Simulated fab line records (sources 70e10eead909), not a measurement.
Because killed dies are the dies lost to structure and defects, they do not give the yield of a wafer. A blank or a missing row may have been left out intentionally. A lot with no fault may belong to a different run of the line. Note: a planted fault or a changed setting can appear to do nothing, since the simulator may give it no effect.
Chamber matching -- flow nand-harc -- NHARC_P_GATE_DESCUM_48 on rie-diel-04: 4 sister chambers
The step chemistry O2, time 3 s. 24 wafers are shown with their chamber, then 12 later ones without.

## WAFERS WITH THEIR CHAMBER
wafer,chamber,showerhead-plenum-p-Torr (Torr),drypump-motor-current-A (A),rf-vpp-V (V)
L075.1,3,2.01,6.6,58.7
L075.4,3,2.01,6.5,59.3
L075.6,2,1.87,5.8,57.5
L079.1,2,1.87,5.7,58.5
L079.4,1,1.98,5.7,57.6
L079.5,1,1.98,5.7,58.7
L081.1,0,1.81,4.8,58.0
L081.3,3,2.01,6.6,58.9
L081.6,3,2.01,6.6,57.6
L082.1,1,1.98,5.7,56.3
L082.2,3,2.01,6.6,58.0
L082.4,0,1.81,4.8,56.1
L083.1,0,1.81,4.9,57.1
L083.2,2,1.86,5.8,59.0
L083.4,1,1.98,5.7,58.3
L084.4,0,1.81,4.8,56.3
L084.5,0,1.81,4.9,56.4
L084.6,1,1.98,5.7,58.4
L085.1,3,2.01,6.5,58.2
L085.4,2,1.86,5.8,58.7
L085.5,3,2.01,6.5,57.3
L088.1,2,1.86,5.7,58.5
L088.3,3,2.00,6.5,59.1
L088.5,3,2.00,6.6,57.8

SIGNATURES, as means of the wafers listed above
reading,chamber 0,chamber 1,chamber 2,chamber 3,scatter within a chamber
showerhead-plenum-p-Torr,1.8100,1.9800,1.8640,2.0078,0.00371
drypump-motor-current-A,4.840,5.700,5.760,6.556,0.0481
rf-vpp-V,56.780,57.860,58.440,58.322,0.755
Rule: for each reading, subtract the chamber's mean from the wafer's reading, divide by that reading's scatter and square the result; add these up over the readings and take the root, which gives the wafer's distance from the chamber. The wafer belongs to the nearest chamber; if the next one is less than 2 further off, it can't be placed. How the scatter is found: for the shown wafers, subtract from each reading the mean of its chamber, square and add these, divide the total by (wafers less chambers), then take the root.

## WAFERS WITH NO CHAMBER GIVEN
wafer,showerhead-plenum-p-Torr (Torr),drypump-motor-current-A (A),rf-vpp-V (V)
L089.1,1.81,4.8,57.6
L089.2,1.97,5.7,56.9
L089.6,1.97,5.7,57.1
L091.4,1.81,4.8,57.3
L091.5,2.00,6.6,57.5
L091.6,1.81,4.8,56.8
L092.1,1.97,5.7,58.9
L092.2,1.86,5.7,58.3
L092.3,2.00,6.5,58.8
L097.3,1.86,5.8,57.0
L097.4,1.81,4.8,57.8
L097.6,1.81,4.8,59.2

## WHICH CHAMBER EACH ONE RAN IN
wafer,from the rows above,in truth
L089.1,0,0
L089.2,1,1
L089.6,1,1
L091.4,0,0
L091.5,3,3
L091.6,0,0
L092.1,1,1
L092.2,2,2
L092.3,3,3
L097.3,2,2
L097.4,0,0
L097.6,0,0
Correctly placed: 12 of 12. Can't be placed from these rows: 0. 0 placed wrongly.
